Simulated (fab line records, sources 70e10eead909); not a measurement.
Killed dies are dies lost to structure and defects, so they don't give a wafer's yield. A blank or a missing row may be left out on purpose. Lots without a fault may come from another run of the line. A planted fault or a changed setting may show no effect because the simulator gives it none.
Which tool did it? | flow nand_harc | 6 lots, 18 wafers sampled, at 1 step of a route of 1302

WHAT THE GAUGES READ, wafer by wafer
NHARC_A_CHANNEL_HOLE_D1_CD_MEAS_30.
lot  | measured     | on        | cd_nm (nm)
L835 | day 8 23:53  | cd_sem-03 | 90.0 86.5 89.8
L837 | day 9 21:43  | cd_sem-01 | 91.3 90.3 88.5
L840 | day 11 13:11 | cd_sem-03 | 86.3 89.7 87.2
L848 | day 14 19:32 | cd_sem-03 | 90.7 92.2 89.7
L850 | day 15 16:35 | cd_sem-03 | 89.9 87.9 89.0
L856 | day 18 06:16 | cd_sem-02 | 92.6 91.2 91.7

WHICH TOOL RAN EACH LOT (tool, then ch and the chambers of the sampled wafers, then the start)
The record holds no process step before these readings.

THE ANSWER, worked out from the rows above alone
Rule: what is usual is taken from the lots themselves. Put in order of their means at a reading, lots are off if they are a third of the lots or fewer, leave a main group of 4 or more, and stand apart from it by a gap of 3 or more times the standard deviation of the main group's means; of several such gaps the widest counts. A main group whose means are all the same, to the digits that the tables above print for the reading, isn't used. A lot without any number at a reading at which 4 lots or more have one is off too. The other lots that the step has rows for count as sound.
No lot is off at any reading shown: from this, nothing can be told.

WHAT THE SIMULATOR HAD PUT IN
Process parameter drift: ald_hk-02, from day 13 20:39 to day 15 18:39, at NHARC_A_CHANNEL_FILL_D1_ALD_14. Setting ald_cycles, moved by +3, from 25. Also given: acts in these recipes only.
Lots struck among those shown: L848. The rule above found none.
